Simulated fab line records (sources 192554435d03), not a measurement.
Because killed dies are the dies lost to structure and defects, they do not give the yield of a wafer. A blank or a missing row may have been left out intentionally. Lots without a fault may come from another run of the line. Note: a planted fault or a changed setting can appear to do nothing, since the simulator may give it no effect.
A lot that was struck, set against a sound lot ; flow n5_finfet ; 15 steps out of a route of 1938
Sound: wafers L833.1, L833.2, L833.6. Struck: wafers L839.4, L839.5. (L839.6 of the same lot was not struck and is left out.) The cause comes at the end.
Per side, at each step with rows, come the tool, then ch with its chambers, and then its first start. Under that, the readings that differ: sound wafers ; struck wafers ; difference of the means ; sigmas: that difference in standard deviations of wafers without a fault.
alike: readings whose means differ by less than 2 such deviations, and words and numbers that are the same on both sides. not compared: withheld readings, readings that some wafer has no value for, bounds like >300 that may hide the same value, and numbers for which the record gives no deviation and whose values overlap.
A row with sigmas, a row that says differs or no value, or rows on one side alone: a step with any of these is where the two part. Non-overlapping numbers with no deviation appear without sigmas and do not part them. Lack of a reading on every wafer of one side parts them only where that side has two or more wafers.

first, 1 step without rows for these wafers: N5_STI_FIN_REVEAL_DENSIFY_02 (time 1800 s).
N5_STI_FIN_REVEAL_CMP_04: polishes, stops on Si3N4, t overpolish 4 s, target thk 131.83 nm.
  sound on cmp-04 ch 0,1,2, day 4 02:59; struck on cmp-04 ch 2, day 5 15:31
  alike: motor_current_A, overpolish_run_s, time_to_endpoint_s
N5_STI_FIN_REVEAL_THK_MEAS_05:
  sound on film_metro-02 at day 4 03:14; struck on film_metro-01 at day 5 15:46
  alike: thk_nm
N5_STI_FIN_REVEAL_DENSIFY_30:
  sound on rtp_anneal-02 ch 0, day 4 03:16; struck on rtp_anneal-02 ch 0, day 5 15:53
  alike: lamp_power_pct, lamp_zone_4_pct
  not compared: wafer_temp_C_max
then, 1 step without rows for these wafers: N5_STI_FIN_REVEAL_ETCHBACK_08 (etches SiO2 in C4F6/O2, target depth 30.5 nm, time 10.167 s).
N5_STI_FIN_REVEAL_STRIP_24: strips in N2/H2, time 90 s.
  sound on rie_diel-03 ch 0,1,2, day 4 03:31; struck on rie_diel-04 ch 1,2, day 5 16:02
  alike: chamber_pressure_mTorr, drypump_motor_current_A, oes_product_au, rf_vpp_V, showerhead_plenum_p_Torr, throttle_valve_pct
  not compared: rf_hours_counter_h
then, 4 steps without rows for these wafers: N5_STI_FIN_REVEAL_PRECLEAN_25 (cleans in SPM, time 90 s); N5_STI_FIN_REVEAL_PRECLEAN_26 (cleans in SC1, time 45 s); N5_STI_FIN_REVEAL_PRECLEAN_29 (cleans in DHF, time 30 s); N5_STI_FIN_REVEAL_SRD_12 (time 30 s).
N5_STI_FIN_REVEAL_RECESS_09: chemistry HF/NH3, target SiO2, afs cycles 11, target depth 42.5 nm, sublimation time 60 s.
  sound on vapor_etch-01 ch 0,1, day 4 03:44; struck on vapor_etch-01 ch 0,1, day 5 16:47
  alike: drypump_motor_current_A
then, 1 step without rows for these wafers: N5_STI_FIN_REVEAL_STRIP_16 (strips SiNx in H3PO4, target depth 23.8 nm).
N5_STI_FIN_REVEAL_PRECLEAN_17: cleans in NF3:NH3, afs cycles 1, time 20 s, sublimation time 60 s.
  sound on remote_plasma-02 ch 0, day 4 05:39; struck on remote_plasma-01 ch 1, day 5 18:14
reading;sound;struck;difference;sigmas
time_s (s);20 20 20;12.079 12.079;-7.921;
  alike: pressure_torr
N5_STI_FIN_REVEAL_ETCH_34: etches Si in H2, material Si, target depth 0.97 nm.
  sound on rie_si-01 ch 0,1,3, day 4 05:51; struck on rie_si-01 ch 0,3, day 5 18:21
  alike: chamber_pressure_mTorr, drypump_motor_current_A, oes_product_au, throttle_valve_pct
  not compared: rf_hours_counter_h
-- record jumps: 10 days separate the struck wafers' starts on either side; left off in module STI_FIN_REVEAL, taken up again in module PASSIVATION, whose first shown step is the route's number 1936 --
N5_PASSIVATION_PROBE_49:
  only the struck wafers here have rows in the record (prober-02, day 15 10:07); the sound ones have none

== WHERE THEY PART ==
Only at N5_PASSIVATION_PROBE_49, within this record.

WHY: the cause the simulator had injected
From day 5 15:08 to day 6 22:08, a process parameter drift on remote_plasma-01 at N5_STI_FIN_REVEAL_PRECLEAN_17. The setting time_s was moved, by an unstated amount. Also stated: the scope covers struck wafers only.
